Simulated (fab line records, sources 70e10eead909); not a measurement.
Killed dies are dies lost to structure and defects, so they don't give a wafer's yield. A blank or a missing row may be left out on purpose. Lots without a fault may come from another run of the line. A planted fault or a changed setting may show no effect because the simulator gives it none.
A struck lot beside a sound one | flow nand_harc | 15 steps out of a route of 1159
Sound: wafers L279.1, L279.3, L279.4. Struck: wafers L290.1, L290.2, L290.3. The cause comes at the end.
At each step with rows: each side's tool, then ch and its chambers, then its first start. Under that, the readings that differ: sound wafers | struck wafers | difference of the means | sigmas: that difference in standard deviations of wafers without a fault.
alike: readings whose means differ by less than 2 such deviations, and words and numbers that are the same on both sides. not compared: withheld readings, readings that some wafer has no value for, bounds like >300 that may hide the same value, and numbers for which the record gives no deviation and whose values overlap.
The two part at a step that has a row with sigmas, a row that says differs or no value, or rows on one side only. Numbers that don't overlap but have no deviation are shown without sigmas and don't part them. A reading that every wafer of one side lacks parts them only if that side has two wafers or more.

first, 8 steps without rows for these wafers: NHARC_A_M1_HMDS_02 (time 30 s); NHARC_A_M1_COAT_34 (time 65 s); NHARC_A_M1_COAT_03 (resist thk 90 nm); NHARC_A_M1_SOFTBAKE_04 (time 55 s); NHARC_A_M1_EBR_05; NHARC_A_M1_EXPOSE_06 (exposes mask A M1, target cd 120 nm); NHARC_A_M1_PEB_07 (peb time 65 s); NHARC_A_M1_DEVELOP_08 (develop time 35 s).
NHARC_A_M1_CD_MEAS_09: target cd 120 nm.
  sound on cd_sem-01 ch 0, day 18 08:34; struck on cd_sem-01 ch 0, day 20 16:20
  alike: cd_nm
NHARC_A_M1_OVL_MEAS_10: pitch 240 nm.
  sound on overlay-01, day 18 08:40; struck on overlay-02, day 20 16:25
  alike: overlay_x_nm, overlay_y_nm
NHARC_A_M1_INSPECT_11:
  sound on defect_inspect-01, day 18 08:41; struck on defect_inspect-02, day 20 16:28
  alike: raw_defect_count
NHARC_A_M1_DESCUM_14: chemistry O2, time 3 s.
  sound on rie_diel-03 ch 0,2, day 18 08:45; struck on rie_diel-08 ch 1,2,3, day 20 16:32
  alike: drypump_motor_current_A, oes_product_au, rf_vpp_V, showerhead_plenum_p_Torr, throttle_valve_pct
  not compared: rf_hours_counter_h
NHARC_A_M1_ETCH_35: etches the open film in N2/H2, target depth 40 nm, overetch 12 nm, time 43.94 s.
  sound on rie_diel-03 ch 0,1,2, day 18 08:52; struck on rie_diel-08 ch 0,2,3, day 20 16:37
  reading               | sound             | struck            | difference | sigmas
  oes_product_au (a.u.) | 0.999 0.990 0.993 | 0.819 0.829 0.817 | -0.172     | -21
  alike: drypump_motor_current_A, rf_vpp_V, showerhead_plenum_p_Torr, throttle_valve_pct
  not compared: rf_hours_counter_h
NHARC_A_M1_ETCH_15: etches the open film in C4F8/Ar, target depth 182.5 nm, time 91.2 s.
  sound on rie_diel-03 ch 0,1,2; struck on rie_diel-08 ch 0,2,3
  alike: oes_product_au, rf_vpp_V
  not compared: rf_hours_counter_h
-- the record jumps here: 3 days lie between the struck wafers' starts before and after (it left off in module A_M1 and takes up again in module END, whose first step shown is number 1159 of the route) --
NHARC_END_SORT_01:
  sound on prober-02 ch 0, day 19 20:01; struck on prober-02 ch 0, day 23 13:04
  alike: defect_limited_yield, killed_at_array, killed_at_other, killed_at_periphery, killed_dies, killed_open, killed_short, sort_bin_2_pct, sort_bin_3_pct, sort_bin_4_pct, sort_n_pass, sort_rim_yield_pct, sort_yield_pct

WHERE THEY PART
Only at NHARC_A_M1_ETCH_35, within this record. Later steps at which nothing parts them and some readings are alike: NHARC_A_M1_ETCH_15, NHARC_END_SORT_01.

WHY: what the simulator had put in
Process parameter drift: rie_diel-08, from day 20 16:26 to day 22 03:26, at NHARC_A_M1_ETCH_35. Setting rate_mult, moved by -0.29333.
